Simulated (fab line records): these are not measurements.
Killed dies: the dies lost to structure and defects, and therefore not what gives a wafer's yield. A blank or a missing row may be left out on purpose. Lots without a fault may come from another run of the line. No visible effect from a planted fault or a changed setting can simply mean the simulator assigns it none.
A struck lot beside a sound one ; flow nand_harc ; 27 out of 1159 route steps
Sound: the wafers L742.3, L742.4, L742.5. The struck wafers were L754.3, L754.5, L754.6. The cause is given at the end.
Each step with rows lists, per side, the tool, then ch with its chambers, then its first start. Under that, the readings that differ: sound wafers ; struck wafers ; difference of the means ; sigmas: that difference in standard deviations of wafers without a fault.
alike: same words and numbers on both sides, and readings whose means sit less than 2 such deviations apart. not compared: any withheld reading, any reading some wafer has no value for, any bound like >300 that may hide the same value, and any number with overlapping values for which the record gives no deviation.
Wherever a step has rows on one side only, a row that says differs or no value, or a row with sigmas, the two part there. Non-overlapping numbers with no deviation appear without sigmas and do not part them. A reading that every wafer of one side lacks parts them only if that side has two wafers or more.

first, 1 step without rows for these wafers: NHARC_A_M0_CMP_23 (polishes, t overpolish 20 s, target thk 113.75 nm).
NHARC_A_M0_THK_MEAS_24: measures by xrf.
  sound: film_metro-01 at day 19 07:57; struck: film_metro-01 at day 22 23:01
  alike: thk_nm
then, 1 step without rows for these wafers: NHARC_A_M0_SRD_25.
NHARC_A_M0_INSPECT_27:
  sound: defect_inspect-01 at day 19 08:07; struck: defect_inspect-01 at day 22 23:11
  alike: raw_defect_count
NHARC_A_M0_PRE_CLEAN_31: time 12 s.
  sound on pecvd-02 ch 0,1,2, day 19 08:35; struck on pecvd-04 ch 0,1,2, day 23 00:12
  alike: heater_power_w
NHARC_A_M0_DEP_32: deposits SiCN, target thk 30 nm.
  sound on pecvd-02 ch 0,1,2, day 19 08:41; struck on pecvd-04 ch 0,1,2, day 23 00:17
  alike: chamber_pressure_Torr, heater_power_w
then, 5 steps without rows for these wafers: NHARC_A_M1_DEP_00 (deposits SiOC, target thk 182.5 nm); NHARC_A_M1_DEHYDRATE_01 (time 120 s); NHARC_A_M1_HMDS_02 (time 30 s); NHARC_A_M1_COAT_34 (time 65 s); NHARC_A_M1_COAT_03 (resist thk 90 nm).
NHARC_A_M1_SOFTBAKE_04: time 55 s.
  sound on litho_track-01 ch 0, day 19 09:00; struck on litho_track-01 ch 0, day 23 01:00
reading;sound;struck;difference;sigmas
heater_power_total_W (W);188.42 188.38 188.26;222.86 223.15 222.74;+34.56;+99 or more
then, 4 steps without rows for these wafers: NHARC_A_M1_EBR_05; NHARC_A_M1_EXPOSE_06 (exposes mask A M1, target cd 120 nm); NHARC_A_M1_PEB_07 (peb time 65 s); NHARC_A_M1_DEVELOP_08 (develop time 35 s).
NHARC_A_M1_CD_MEAS_09: target cd 120 nm.
  sound on cd_sem-02 ch 0, day 19 09:57; struck on cd_sem-01 ch 0, day 23 01:38
reading;sound;struck;difference;sigmas
cd_nm (nm);119.2 119.1 119.3;117.8 117.5 117.4;-1.6;-3
NHARC_A_M1_OVL_MEAS_10: pitch 240 nm.
  sound: overlay-02 at day 19 10:02; struck: overlay-02 at day 23 01:43
  alike: overlay_x_nm, overlay_y_nm
NHARC_A_M1_INSPECT_11:
  sound: defect_inspect-01 at day 19 10:04; struck: defect_inspect-02 at day 23 01:45
  alike: raw_defect_count
NHARC_A_M1_DESCUM_14: chemistry O2, time 3 s.
  sound on rie_diel-03 ch 1,2, day 19 10:08; struck on rie_diel-08 ch 0,1,3, day 23 01:50
reading;sound;struck;difference;sigmas
model.A_M1.cd_nm (nm);118.9 119.3 119.3;118 117.2 118.3;-1;
  alike: drypump_motor_current_A, oes_product_au, rf_vpp_V, showerhead_plenum_p_Torr, throttle_valve_pct
  not compared: rf_hours_counter_h
NHARC_A_M1_ETCH_35: etches the open film in N2/H2, target depth 40 nm, overetch 12 nm, time 43.94 s.
  sound on rie_diel-03 ch 2,3, day 19 10:15; struck on rie_diel-08 ch 0,3, day 23 01:54
  alike: drypump_motor_current_A, oes_product_au, rf_vpp_V, showerhead_plenum_p_Torr, throttle_valve_pct
  not compared: rf_hours_counter_h
NHARC_A_M1_ETCH_15: etches the open film in C4F8/Ar, target depth 182.5 nm, time 91.2 s.
  sound: rie_diel-03 ch 2,3; struck: rie_diel-08 ch 0,2,3
  alike: oes_product_au, rf_vpp_V
  not compared: rf_hours_counter_h
NHARC_A_M1_CD_MEAS_16:
  sound: cd_sem-01 at day 19 10:29; struck: cd_sem-02 at day 23 02:07
  alike: cd_nm
NHARC_A_M1_STRIP_18: strips in N2/H2.
  sound on rie_diel-10 ch 0,2, day 19 10:35; struck on rie_diel-03 ch 0,1,3, day 23 02:16
reading;sound;struck;difference;sigmas
drypump_motor_current_A (A);5.4 5.4 5.4;6.3 6.2 6.2;+0.8;+2
  alike: oes_product_au, power_w, rf_vpp_V, showerhead_plenum_p_Torr, throttle_valve_pct
  not compared: rf_hours_counter_h
NHARC_A_M1_ETCH_28: etches the open film in CF4/N2, target depth 30 nm, time 72.99 s.
  sound: rie_diel-10 ch 0,2,3; struck: rie_diel-03 ch 0,1,2
reading;sound;struck;difference;sigmas
model.A_M1.cd_nm (nm);118.7 119.2 119;117.3 116.4 118.2;-1.7;
  alike: drypump_motor_current_A, oes_product_au, rf_vpp_V, showerhead_plenum_p_Torr, throttle_valve_pct
  not compared: rf_hours_counter_h
then, 1 step without rows for these wafers: NHARC_A_M1_STRIP_19 (strips in post etch residue remover, time 600 s).
NHARC_END_SORT_01:
  the record has rows for the sound wafers here (prober-02 ch 0, day 21 01:55) and none for the struck ones

## WHERE THEY PART
Last at NHARC_END_SORT_01 as far as this record goes, first at NHARC_A_M1_SOFTBAKE_04.

WHY: the cause the simulator had injected
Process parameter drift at NHARC_A_M1_SOFTBAKE_04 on litho_track-01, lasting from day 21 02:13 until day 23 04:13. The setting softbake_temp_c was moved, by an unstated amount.
